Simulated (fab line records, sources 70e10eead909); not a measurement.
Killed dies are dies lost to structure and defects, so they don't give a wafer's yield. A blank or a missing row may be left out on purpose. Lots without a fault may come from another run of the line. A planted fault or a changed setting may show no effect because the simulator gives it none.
Which tool did it? | flow nand_harc | 11 lots, 30 wafers sampled, at 5 steps of a route of 1159

WHAT THE GAUGES READ, wafer by wafer
NHARC_END_SORT_01.
lot  | measured     | on        | killed_at_array | killed_at_other | killed_at_periphery | killed_dies | killed_open | killed_short
L332 | day 22 22:17 | prober-02 | 233 48          | 2 1             | 3 6                 | 238 55      | 3 2         | 1 4
L333 | day 24 00:59 | prober-01 | 192 14          | 0 0             | 4 0                 | 196 14      | 5 2         | 1 2
L335 | day 24 13:27 | prober-02 | 275 46          | 0 6             | 4 3                 | 279 55      | 3 3         | 2 1

WHICH TOOL RAN EACH LOT (tool, then ch and the chambers of the sampled wafers, then the start)
lot  | NHARC_A_STAIRCASE_ETCH_170                    | NHARC_A_STAIRCASE_DESCUM_11        | NHARC_A_STAIRCASE_TRIM_16          | NHARC_A_STAIRCASE_TRIM_22
L316 | rie_diel-05 ch 1,2,3, day 10 16:55 or earlier | rie_diel-08 ch 1,2,3, day 10 16:55 | rie_diel-08 ch 1,2,3, day 10 17:35 | rie_diel-13 ch 1,2, no start
L317 | rie_diel-05 ch 0,3, day 11 05:14 or earlier   | rie_diel-08 ch 0,3, day 11 05:14   | rie_diel-08 ch 0,2,3, day 11 05:49 | rie_diel-08 ch 1,2,3, no start
L318 | rie_diel-08 ch 1,2, day 11 05:39 or earlier   | rie_diel-05 ch 0,1,2, day 11 05:39 | rie_diel-05 ch 0,1,3, day 11 06:12 | rie_diel-05 ch 0,3, no start
L320 | rie_diel-13 ch 1,2, day 11 12:55 or earlier   | rie_diel-05 ch 0,1, day 11 12:55   | rie_diel-05 ch 0,2,3, day 11 13:38 | rie_diel-08 ch 0,1,3, no start
L324 | rie_diel-05 ch 0,1,3, day 12 14:17 or earlier | rie_diel-05 ch 0,2,3, day 12 14:17 | rie_diel-05 ch 0,1, day 12 14:56   | rie_diel-08 ch 1,2, no start
L323 | rie_diel-08 ch 0,1,3, day 12 14:26 or earlier | rie_diel-08 ch 0,1,2, day 12 14:26 | rie_diel-08 ch 1,2,3, day 12 15:55 | rie_diel-05 ch 0,1,3, no start
L328 | rie_diel-05 ch 2,3, day 14 03:14 or earlier   | rie_diel-08 ch 0,1,2, day 14 03:14 | rie_diel-08 ch 1,3, day 14 03:47   | rie_diel-05 ch 1,2,3, no start
L332 | rie_diel-08 ch 0,3, day 14 10:04 or earlier   | rie_diel-05 ch 0,1, day 14 10:04   | rie_diel-05 ch 1,3, day 14 12:09   | rie_diel-05 ch 1,2, day 22 22:17 or earlier
L333 | rie_diel-05 ch 0,2, day 15 00:11 or earlier   | rie_diel-05 ch 1,2, day 15 00:11   | rie_diel-05 ch 0,3, day 15 00:45   | rie_diel-05 ch 0,1, day 24 00:59 or earlier
L335 | rie_diel-05 ch 2,3, day 15 15:42 or earlier   | rie_diel-05 ch 2, day 15 15:42     | rie_diel-05 ch 1,2, day 15 16:17   | rie_diel-05 ch 1,3, day 24 13:27 or earlier
L338 | rie_diel-08 ch 2,3, day 16 14:26 or earlier   | rie_diel-08 ch 0,3, day 16 14:26   | rie_diel-08 ch 0,3, day 16 14:58   | rie_diel-13 ch 0,1,2, no start
- NHARC_A_STAIRCASE_ETCH_170: etches the open film in C4F6/O2, target depth 200 nm, time 66.667 s.
- NHARC_A_STAIRCASE_DESCUM_11: chemistry O2, time 3 s.
- NHARC_A_STAIRCASE_TRIM_16: chemistry O2, time 211.2 s.
- NHARC_A_STAIRCASE_TRIM_22: chemistry O2, time 211.2 s.

WHAT THE TOOLS THEMSELVES READ (means of the sampled wafers that have a number; where no wafer has one, the mark that the record gives instead)
NHARC_A_STAIRCASE_ETCH_170.
lot  | tool        | drypump_motor_current_A (A) | o2_flow_sccm (sccm) | oes_product_au (a.u.) | rf_fwd_power_W (W) | rf_vpp_V (V) | showerhead_plenum_p_Torr (Torr) | throttle_valve_pct (%)
L316 | rie_diel-05 | 6.1                         | 19.98               | 0.989                 | 594.2              | 547.9        | 3.93                            | 26.904
L317 | rie_diel-05 | 5.6                         | 19.97               | 0.979                 | 592.8              | 544.8        | 3.80                            | 26.900
L318 | rie_diel-08 | 5.7                         | 20.03               | 0.964                 | 596.5              | 542.8        | 3.72                            | 26.896
L320 | rie_diel-13 | 5.3                         | 20.04               | 0.968                 | 594.3              | 545.5        | 3.85                            | 26.891
L324 | rie_diel-05 | 5.9                         | 20.05               | 0.951                 | 596.5              | 546.6        | 3.90                            | 26.902
L323 | rie_diel-08 | 5.6                         | 19.97               | 0.962                 | 595.6              | 541.7        | 3.71                            | 26.911
L328 | rie_diel-05 | 5.9                         | 20.05               | 0.972                 | 594.0              | 544.1        | 3.81                            | 26.902
L332 | rie_diel-08 | 5.4                         | 20.00               | 0.969                 | 593.3              | 542.4        | 3.71                            | 26.896
L333 | rie_diel-05 | 5.8                         | 20.01               | 0.981                 | 596.2              | 543.7        | 3.79                            | 26.895
L335 | rie_diel-05 | 5.9                         | 20.00               | 0.975                 | 594.3              | 544.4        | 3.80                            | 26.896
L338 | rie_diel-08 | 5.1                         | 20.06               | 0.971                 | 595.8              | 542.4        | 3.70                            | 26.898

NHARC_A_STAIRCASE_DESCUM_11.
lot  | tool        | drypump_motor_current_A (A) | o2_flow_sccm (sccm) | oes_product_au (a.u.) | rf_vpp_V (V) | showerhead_plenum_p_Torr (Torr) | throttle_valve_pct (%)
L316 | rie_diel-08 | 5.4                         | 200.3               | 1.001                 | 57.9         | 1.80                            | 11.315
L317 | rie_diel-08 | 5.3                         | 199.9               | 1.018                 | 57.1         | 1.80                            | 11.311
L318 | rie_diel-05 | 6.0                         | 199.4               | 0.992                 | 57.2         | 1.91                            | 11.310
L320 | rie_diel-05 | 5.8                         | 199.9               | 0.997                 | 56.8         | 1.90                            | 11.321
L324 | rie_diel-05 | 5.8                         | 199.8               | 1.000                 | 57.4         | 1.85                            | 11.315
L323 | rie_diel-08 | 5.5                         | 200.4               | 1.013                 | 57.1         | 1.82                            | 11.315
L328 | rie_diel-08 | 5.5                         | 199.6               | 0.995                 | 58.1         | 1.81                            | 11.303
L332 | rie_diel-05 | 6.0                         | 200.3               | 1.002                 | 58.0         | 1.92                            | 11.308
L333 | rie_diel-05 | 6.3                         | 200.4               | 1.005                 | 58.7         | 1.94                            | 11.318
L335 | rie_diel-05 | 6.1                         | 199.9               | 1.011                 | 57.3         | 1.86                            | 11.319
L338 | rie_diel-08 | 5.4                         | 199.6               | 0.998                 | 56.5         | 1.80                            | 11.309

NHARC_A_STAIRCASE_TRIM_16.
lot  | tool        | drypump_motor_current_A (A) | o2_flow_sccm (sccm) | oes_product_au (a.u.) | rf_vpp_V (V) | showerhead_plenum_p_Torr (Torr) | throttle_valve_pct (%)
L316 | rie_diel-08 | 5.4                         | 499.5               | 1.008                 | 57.2         | 3.34                            | 17.039
L317 | rie_diel-08 | 5.2                         | 499.8               | 1.001                 | 58.1         | 3.35                            | 17.042
L318 | rie_diel-05 | 5.9                         | 499.1               | 1.005                 | 57.7         | 3.51                            | 17.038
L320 | rie_diel-05 | 5.8                         | 500.7               | 0.997                 | 57.5         | 3.42                            | 17.039
L324 | rie_diel-05 | 6.1                         | 502.0               | 1.001                 | 58.6         | 3.60                            | 17.029
L323 | rie_diel-08 | 5.4                         | 500.1               | 1.006                 | 57.4         | 3.33                            | 17.032
L328 | rie_diel-08 | 5.8                         | 500.5               | 1.014                 | 56.7         | 3.31                            | 17.032
L332 | rie_diel-05 | 6.1                         | 500.1               | 1.105                 | 60.0         | 3.56                            | 17.038
L333 | rie_diel-05 | 5.6                         | 502.4               | 1.115                 | 57.1         | 3.40                            | 17.029
L335 | rie_diel-05 | 6.3                         | 501.1               | 1.138                 | 57.3         | 3.56                            | 17.041
L338 | rie_diel-08 | 5.3                         | 500.5               | 1.015                 | 57.2         | 3.31                            | 17.043

NHARC_A_STAIRCASE_TRIM_22.
lot  | tool        | drypump_motor_current_A (A) | o2_flow_sccm (sccm) | oes_product_au (a.u.) | rf_vpp_V (V) | showerhead_plenum_p_Torr (Torr) | throttle_valve_pct (%)
L316 | rie_diel-13 | 5.7                         | 500.8               | 0.994                 | 57.6         | 3.46                            | 17.042
L317 | rie_diel-08 | 5.5                         | 499.1               | 1.001                 | 56.8         | 3.33                            | 17.026
L318 | rie_diel-05 | 5.5                         | 501.4               | 0.994                 | 57.5         | 3.41                            | 17.040
L320 | rie_diel-08 | 5.6                         | 500.0               | 1.030                 | 56.9         | 3.34                            | 17.036
L324 | rie_diel-08 | 5.3                         | 501.5               | 0.994                 | 56.9         | 3.35                            | 17.033
L323 | rie_diel-05 | 5.9                         | 500.5               | 0.999                 | 57.5         | 3.51                            | 17.044
L328 | rie_diel-05 | 6.1                         | 500.8               | 1.002                 | 57.8         | 3.52                            | 17.038
L332 | rie_diel-05 | 6.3                         | 499.4               | 0.997                 | 58.0         | 3.57                            | 17.027
L333 | rie_diel-05 | 6.0                         | 500.1               | 1.001                 | 57.1         | 3.54                            | 17.034
L335 | rie_diel-05 | 6.1                         | 500.6               | 1.007                 | 58.3         | 3.55                            | 17.023
L338 | rie_diel-13 | 5.7                         | 499.3               | 0.989                 | 57.1         | 3.41                            | 17.041

THE ANSWER, worked out from the rows above alone
Rule: what is usual is taken from the lots themselves. Put in order of their means at a reading, lots are off if they are a third of the lots or fewer, leave a main group of 4 or more, and stand apart from it by a gap of 3 or more times the standard deviation of the main group's means; of several such gaps the widest counts. A main group whose means are all the same, to the digits that the tables above print for the reading, isn't used. A lot without any number at a reading at which 4 lots or more have one is off too. The other lots that the step has rows for count as sound. The gauges are gone through in route order, then the tools' own readings, and for those a lot's mean is taken as printed above. The first step at which some lot is off is used, and at that step the reading that is off furthest; a lot without a number counts as furthest.
Off: L332, L333, L335, at NHARC_A_STAIRCASE_TRIM_16 (oes_product_au). The main group: mean 1.006 a.u., standard deviation 0.0059.
A tool fits if, at that step or a process step before it, it ran every lot that is off, and no sound lot after the first of them. NHARC_A_STAIRCASE_ETCH_170 gives no start for some lots, so the hours and the order of its lots are those of NHARC_A_STAIRCASE_DESCUM_11. One fits: rie_diel-05 at NHARC_A_STAIRCASE_DESCUM_11 and NHARC_A_STAIRCASE_TRIM_16. At NHARC_A_STAIRCASE_DESCUM_11 its last sound lot is L324 (day 12 14:17), its first lot that is off L332 (day 14 10:04): a fault that began between those two fits.

WHAT THE SIMULATOR HAD PUT IN
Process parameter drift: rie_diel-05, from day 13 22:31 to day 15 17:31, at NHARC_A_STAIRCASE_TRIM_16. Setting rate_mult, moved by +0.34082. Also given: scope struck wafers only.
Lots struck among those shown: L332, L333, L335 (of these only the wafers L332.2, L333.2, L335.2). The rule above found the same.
